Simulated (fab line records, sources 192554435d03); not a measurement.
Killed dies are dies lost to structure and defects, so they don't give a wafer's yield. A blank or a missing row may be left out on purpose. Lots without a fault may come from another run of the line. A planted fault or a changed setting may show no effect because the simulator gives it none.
Chamber matching | flow n5_finfet | N5_FIN_CUT_ETCH_21 on rie_diel-04: 4 sister chambers
The step etches SOC in N2/H2, target depth 219 nm, overetch 43.8 nm, time 523.5 s. 4 wafers are shown with their chamber, then 8 later ones without.

WAFERS WITH THEIR CHAMBER
wafer  | chamber | showerhead_plenum_p_Torr (Torr)
L079.4 | 3       | 2.39
L086.4 | 1       | 2.57
L086.5 | 2       | 2.52
L091.1 | 0       | 2.44

WAFERS WITHOUT THEIR CHAMBER
wafer  | showerhead_plenum_p_Torr (Torr)
L091.5 | 2.51
L091.6 | 2.56
L094.1 | 2.56
L094.2 | 2.70
L094.5 | 2.70
L095.3 | 2.51
L095.5 | 2.51
L095.6 | 2.56

WHICH CHAMBER EACH WENT THROUGH
wafer  | from the rows above               | in truth
L091.5 | can't be placed: 2 or 1 or 0 or 3 | 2
L091.6 | can't be placed: 1 or 2 or 0      | 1
L094.1 | can't be placed: 1 or 2 or 0      | 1
L094.2 | can't be placed: 1 or 2 or 0      | 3
L094.5 | can't be placed: 1 or 2 or 0      | 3
L095.3 | can't be placed: 2 or 1 or 0 or 3 | 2
L095.5 | can't be placed: 2 or 1 or 0 or 3 | 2
L095.6 | can't be placed: 1 or 2 or 0      | 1
Placed correctly: 0 of 8. Can't be placed from these rows: 8 (the true chamber is among the candidates in 6). Placed wrongly: 0.
How it was worked out, from the rows above alone: a wafer's distance from a chamber is the root of the sum, over the readings, of the square of ((its reading less the chamber's mean) divided by the reading's scatter). The wafer belongs to the nearest chamber; if the next one is less than 2 further off, it can't be placed. A chamber's mean is the mean of its shown wafers. The scatter: with one shown wafer a chamber, the root of the mean of the squares of how far each hidden wafer lies from its nearest shown one.
